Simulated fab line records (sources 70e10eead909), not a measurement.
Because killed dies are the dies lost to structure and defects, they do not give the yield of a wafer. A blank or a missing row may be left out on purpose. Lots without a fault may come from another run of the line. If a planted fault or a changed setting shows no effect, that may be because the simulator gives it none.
A struck lot beside a sound one	flow nand-harc	15 steps out of a route of 1159
Sound: the wafers L621.2, L621.4, L621.5. Struck: wafer L630.5. (L630.2, L630.4 of the same lot were not struck and are left out.) The cause comes at the end.
Per side, at each step with rows, come the tool, then ch with its chambers, and then its first start. Under that, the readings that differ: sound wafers	struck wafers	difference of the means	sigmas: that difference in standard deviations of wafers without a fault.
alike: words and numbers the same on both sides, and readings whose means are apart by under 2 such deviations; not compared: readings that were withheld, readings missing a value for some wafer, numbers with overlapping values and no deviation given by the record, and bounds like >300 which may hide the same value.
The two part at a step that has a row with sigmas, a row that says differs or no value, or rows on one side only. Non-overlapping numbers with no deviation appear without sigmas and do not part them. Lack of a reading on every wafer of one side parts them only where that side has two or more wafers.

first, 1 step without rows for these wafers: NHARC_A_ONON_D1_DEP_06 (target thk 1000 nm).
NHARC_A_ONON_D1_THK_MEAS_08: measures by ellipsometry.
  sound on film-metro-01, day 7 17:06; struck on film-metro-01, day 10 00:56
  alike: thk-nm
then, no rows for these wafers at 1 step: NHARC_A_ONON_D1_DEP_09 (target thk 1000 nm).
NHARC_A_ONON_D1_THK_MEAS_11: measures by ellipsometry.
  sound on film-metro-01, day 7 17:40; struck on film-metro-02, day 10 01:31
reading	sound	struck	difference	sigmas
thk-nm (nm)	999 1000 1001	974	-26	-3
then, no rows for these wafers at 1 step: NHARC_A_ONON_D1_DEP_12 (target thk 1000 nm).
NHARC_A_ONON_D1_THK_MEAS_14: measures by ellipsometry.
  sound on film-metro-02, day 7 18:14; struck on film-metro-02, day 10 02:05
  alike: thk-nm
then, 2 steps without rows for these wafers: NHARC_A_ONON_D1_ANNEAL_15 (time 3600 s); NHARC_A_ONON_D1_DEP_16 (target thk 1000 nm).
NHARC_A_ONON_D1_THK_MEAS_18: measures by ellipsometry.
  sound on film-metro-01, day 8 01:22; struck on film-metro-01, day 10 09:11
  alike: thk-nm
then, no rows for these wafers at 1 step: NHARC_A_ONON_D1_DEP_19 (target thk 1000 nm).
NHARC_A_ONON_D1_THK_MEAS_21: measures by ellipsometry.
  sound on film-metro-01, day 8 01:56; struck on film-metro-01, day 10 09:46
reading	sound	struck	difference	sigmas
thk-nm (nm)	1006 1005 1006	982	-24	-2
NHARC_A_ONON_D1_DEP_22: target thk 1000 nm.
  sound on pecvd-onon-03 ch 0, day 8 02:03; struck on pecvd-onon-03 ch 0, day 10 09:52
NHARC_A_ONON_D1_THK_MEAS_24: measures by ellipsometry.
  sound on film-metro-02, day 8 02:31; struck on film-metro-01, day 10 10:19
reading	sound	struck	difference	sigmas
thk-nm (nm)	993 994 994	1458	+464	+55
then, no rows for these wafers at 1 step: NHARC_A_ONON_D1_DEP_25 (target thk 1000 nm).
-- jump in the record: it breaks off in module A_ONON_D1 and resumes in module END (first step shown: number 1159 of the route), and 14 days separate the struck wafers' starts before and after --
NHARC_END_SORT_01:
  here the record holds rows for the struck wafers (prober-02 ch 0, day 24 11:21) but none for the sound ones

WHERE THEY PART
First at NHARC_A_ONON_D1_THK_MEAS_11; last, within this record, at NHARC_END_SORT_01.

WHY: what the simulator had put in
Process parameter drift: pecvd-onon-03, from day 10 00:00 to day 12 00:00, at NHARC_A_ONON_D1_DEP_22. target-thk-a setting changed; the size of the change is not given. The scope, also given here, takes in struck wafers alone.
